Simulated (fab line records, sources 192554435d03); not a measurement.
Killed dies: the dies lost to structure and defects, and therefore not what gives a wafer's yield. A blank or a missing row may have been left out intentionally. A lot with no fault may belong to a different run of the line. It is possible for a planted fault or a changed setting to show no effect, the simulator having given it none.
fab line records | flow n5Finfet | part 2 of 2: steps 22 to 30 of 30
record: lots: 5 wafers: 15 lastDay: 16
route steps=1938 shown BEOL_M5@1158
lots that met no fault: from a run of the same line without faults
startH: hours from the record's opening day to when the first of the lot's shown wafers began | waitH: time in hours since the lot's previous step | " identical to the entry in the row above | L1.1+2: a row that stands for several wafers | - no value, or no start given | * or withheld: withheld | < > ~ a bound
route shown NAME@n: names a module that has steps shown in the file, with the first one's number in the route | usual: the fault-free wafers' mean and standard deviation | same: alike in all rows | chamber/n: place in a boat | sites: readings site by site | _std_site: the standard deviation of these | _edge_site: inner sites' mean taken away from outer sites' mean | radiusMm: how far each site lies from the wafer's centre | mask NAME#n: copy n | behind: the last tool/chamber to shape the wafer | hold: cause of the lot's hold/its duration in hours/its outcome | device: the n, p or np transistor that did not switch | end of line: the same wafers' tests at the end of the route | step lacking rows: just its recipe | killed: the dies lost at the first sort to structure and to defects; this is not the yield of the wafer | map: per-die view of a wafer (x killed, . not killed, _ where there is no die)
set.NAME: the setting the step ran with; set.NAME@STEP: the setting that earlier step ran with | model.NAME: the simulator's own value behind a step, which no gauge read
lots seen at some steps along the route; tables by step, rows by wafer
services: a tool's chamber out of use, with start hour (startH, from the record's first day; less than 0 if before it), hours out, and reason
== steps ==
step: N5_BEOL_M5_SPUTTER_83
recipe: material: Cu targetThkA: 150 tempC: -20 chamberPressurePa: 0.07 powerW: withheld timeS: 27.62
usual: throttleValvePct: 29.7/0.98
same: timeS: 27.62
columns lot.wafer tool chamber startH waitH throttleValvePct
L075.3 pvdSputter-02 - 176.22 0.5 28.2
L075.5 " - " " 30.2
L075.6 " - " " 28.2
L078.1 pvdSputter-03 - 196.00 0.5 28.3
L078.2 " - " " 30.3
L078.3 " - " " 29.5
L088.1 pvdSputter-03 - 274.41 0.5 29.3
L088.5 " - " " 29.4
L088.6 " - " " 28.3
L091.1 pvdSputter-03 - 279.96 0.5 30.6
L091.2 " - " " 30.1
L091.6 " - " " 30.4
L092.1 pvdSputter-03 - 294.30 0.5 30.2
L092.5 " - " " 29.3
L092.6 " - " " 28.2
step: N5_BEOL_M5_ANNEAL_84
recipe: tempC: 400 timeS: 1800 ambient: vacuum
usual: heaterPowerW: 788/76
same: timeS: 1800
columns lot.wafer tool chamber startH waitH heaterPowerW
L075.3 pvdSputter-02 - 176.30 0.0 825
L075.5 " - " " 730
L075.6 " - " " 698
L078.1 pvdSputter-03 - 196.08 0.0 924
L078.2 " - " " 746
L078.3 " - " " 865
L088.1 pvdSputter-03 - 274.49 0.0 851
L088.5 " - " " 875
L088.6 " - " " 932
L091.1 pvdSputter-03 - 280.04 0.0 725
L091.2 " - " " 773
L091.6 " - " " 759
L092.1 pvdSputter-03 - 294.38 0.0 774
L092.5 " - " " 870
L092.6 " - " " 929
step: N5_BEOL_M5_SPUTTER_88
recipe: material: Cu targetThkA: 150 tempC: -20 chamberPressurePa: 0.07 powerW: withheld timeS: 27.62
usual: throttleValvePct: 29.7/0.97
same: timeS: 27.62
columns lot.wafer tool chamber startH waitH throttleValvePct
L075.3 pvdSputter-02 - 177.30 0.5 27.9
L075.5 " - " " 30.7
L075.6 " - " " 28.5
L078.1 pvdSputter-03 - 197.08 0.5 28.5
L078.2 " - " " 30.3
L078.3 " - " " 29.4
L088.1 pvdSputter-03 - 275.50 0.5 29.5
L088.5 " - " " 29.5
L088.6 " - " " 28.1
L091.1 pvdSputter-03 - 281.05 0.5 30.1
L091.2 " - " " 30.2
L091.6 " - " " 30.4
L092.1 pvdSputter-03 - 295.39 0.5 30.1
L092.5 " - " " 29.6
L092.6 " - " " 28.2
step: N5_BEOL_M5_ANNEAL_89
recipe: tempC: 400 timeS: 1800 ambient: vacuum
usual: heaterPowerW: 788/74
same: timeS: 1800
columns lot.wafer tool chamber startH waitH heaterPowerW
L075.3 pvdSputter-02 - 177.38 0.0 815
L075.5 " - " " 717
L075.6 " - " " 704
L078.1 pvdSputter-03 - 197.16 0.0 918
L078.2 " - " " 785
L078.3 " - " " 856
L088.1 pvdSputter-03 - 275.58 0.0 879
L088.5 " - " " 822
L088.6 " - " " 943
L091.1 pvdSputter-03 - 281.13 0.0 740
L091.2 " - " " 760
L091.6 " - " " 787
L092.1 pvdSputter-03 - 295.47 0.0 763
L092.5 " - " " 851
L092.6 " - " " 932
step: N5_BEOL_M5_SPUTTER_90
recipe: material: Cu targetThkA: 45 tempC: -20 chamberPressurePa: 0.07 powerW: withheld timeS: 8.29
usual: throttleValvePct: 29.7/0.97
same: timeS: 8.29
columns lot.wafer tool chamber startH waitH throttleValvePct
L075.3 pvdSputter-02 - 178.39 0.5 28.1
L075.5 " - " " 30.0
L075.6 " - " " 28.7
L078.1 pvdSputter-03 - 198.17 0.5 28.6
L078.2 " - " " 30.0
L078.3 " - " " 29.1
L088.1 pvdSputter-03 - 276.59 0.5 29.3
L088.5 " - " " 29.4
L088.6 " - " " 28.3
L091.1 pvdSputter-03 - 282.13 0.5 30.7
L091.2 " - " " 30.3
L091.6 " - " " 30.4
L092.1 pvdSputter-03 - 296.47 0.5 30.2
L092.5 " - " " 29.4
L092.6 " - " " 28.2
step: N5_BEOL_M5_ECD_50
recipe: material: Cu targetThkA: 3000
columns lot.wafer tool chamber startH waitH
L075.3+5+6 ecdCu-01 1,1,0 178.53 0.1
L078.1+2+3 ecdCu-01 0,1,1 198.29 0.1
L088.1+5+6 ecdCu-02 1,1,0 276.70 0.1
L091.1+2+6 ecdCu-02 0,1,1 282.25 0.1
L092.1+5+6 ecdCu-02 0,1,0 296.59 0.1
step: N5_BEOL_M5_ANNEAL_51
recipe: tempC: 225 timeS: 90 ambient: N2
usual: annealTempCMax: 226.01/0.22 wafer_temp_C_max: 226.5/0.34
same: timeS: 90
columns lot.wafer tool chamber startH waitH annealTempCMax wafer_temp_C_max
L075.3 rtpAnneal-01 0 179.04 0.5 225.97 226.6
L075.5 " 0 " " 225.94 226.9
L075.6 " 0 " " 226.01 226.7
L078.1 rtpAnneal-01 0 198.37 0.1 225.73 226.7
L078.2 " 0 " " 226.06 226.9
L078.3 " 0 " " 226.10 226.7
L088.1 rtpAnneal-02 0 276.79 0.1 225.51 227.3
L088.5 " 0 " " 226.05 226.4
L088.6 " 0 " " 225.76 226.2
L091.1 rtpAnneal-01 0 282.41 0.1 225.98 227.1
L091.2 " 0 " " 225.67 226.6
L091.6 " 0 " " 225.97 227.5
L092.1 rtpAnneal-02 0 296.68 0.1 225.83 226.1
L092.5 " 0 " " 226.08 226.3
L092.6 " 0 " " 225.84 226.5
step: N5_BEOL_M5_CMP_52
recipe: stopOn: SiCOH_lowk tOverpolishS: 6.9 downForcePsi: 1 platenRpm: 50 clearingPlatenDownForcePsi: 1.5 clearingPlatenRpm: 50 postCmpClean: cuAlkaline targetThkNm: 62 clearingPlatenPadVelocityMS: 0.99484 padVelocityMS: 0.99484
usual: barrierFieldEndpointS: 24.4/0.66 motorCurrentA: 5.9/0.62 overpolishRunS: 6.900/0.0087 timeToEndpointS: 62/3.8
same: tOverpolishS: 6.9
columns lot.wafer tool chamber startH waitH barrierFieldEndpointS motorCurrentA overpolishRunS timeToEndpointS
L075.3 cmp-02 1 179.30 0.2 25.4 5.2 6.901 67
L075.5 " 0 " " 24.3 5.9 6.904 59
L075.6 " 1 " " 25.3 5.1 6.891 66
L078.3 cmp-02 1 200.18 1.7 24.9 5.4 6.909 70
L078.1 " 3 " " 23.6 5.8 6.908 60
L078.2 " 0 " " 23.3 6.6 6.886 59
L088.1 cmp-03 1 277.16 0.3 24.0 5.9 6.903 55
L088.6 " 3 " " 24.5 6.3 6.895 63
L088.5 " 0 " " 24.2 5.3 6.903 59
L091.1 cmp-03 1 282.75 0.3 24.0 6.5 6.914 58
L091.2 " 3 " " 25.5 6.6 6.902 65
L091.6 " 0 " " 25.0 5.0 6.903 59
L092.1 cmp-03 2 297.01 0.3 26.0 5.1 6.899 66
L092.5 " 1 " " 24.8 6.2 6.895 61
L092.6 " 2 " " 25.2 5.3 6.894 66
step: N5_BEOL_M5_THK_MEAS_53
recipe: thkMeasGauge: xrf reads: Cu_of_BEOL_M5_ECD_50
usual: M5_THK: 62.5/2
columns lot.wafer tool chamber startH waitH M5_THK[nm]
L075.3 filmMetro-02 - 179.56 - 62.0
L075.5 " - " " 61.8
L075.6 " - " " 61.0
L078.1 filmMetro-02 - 200.48 - 60.6
L078.2 " - " " 61.2
L078.3 " - " " 61.1
L088.1 filmMetro-01 - 277.38 - 60.4
L088.5 " - " " 62.6
L088.6 " - " " 61.9
L091.1 filmMetro-02 - 283.00 - 60.3
L091.2 " - " " 63.9
L091.6 " - " " 62.7
L092.1 filmMetro-02 - 297.27 - 64.7
L092.5 " - " " 64.0
L092.6 " - " " 64.5
== services ==
columns tool chamber startH hours kind
aldMetal-03 - 158.27 0.4 repair
cvdCo-01 2 172.27 3.8 repair
cmp-03 - 173.99 0.4 repair
aldMetal-01 - 178.43 28.1 pm
ecdCu-01 - 185.69 9.3 pm
cvdCo-02 0 186.21 18.0 repair
cvdCo-01 - 190.48 14.6 pm
cmp-03 - 191.08 4.0 repair
rieDiel-02 2 216.74 15.8 repair
cvdCo-02 - 231.40 1.2 repair
pvdSputter-03 - 233.49 3.4 repair
rtpAnneal-02 - 235.09 4.9 pm
uvCure-01 - 240.10 2.1 pm
rieDiel-02 2 241.45 6.8 repair
uvCure-01 - 243.35 14.6 pm
ecdCu-02 - 247.50 1.0 repair
cmp-02 - 250.15 4.0 pm
cmp-03 - 253.60 5.8 pm
uvCure-03 - 254.64 7.5 pm
cmp-02 - 257.09 1.6 repair
uvCure-03 - 262.19 7.5 pm
aldMetal-01 - 271.30 4.3 pm
aldMetal-04 3 279.64 27.1 repair
aldMetal-04 - 291.93 0.8 repair
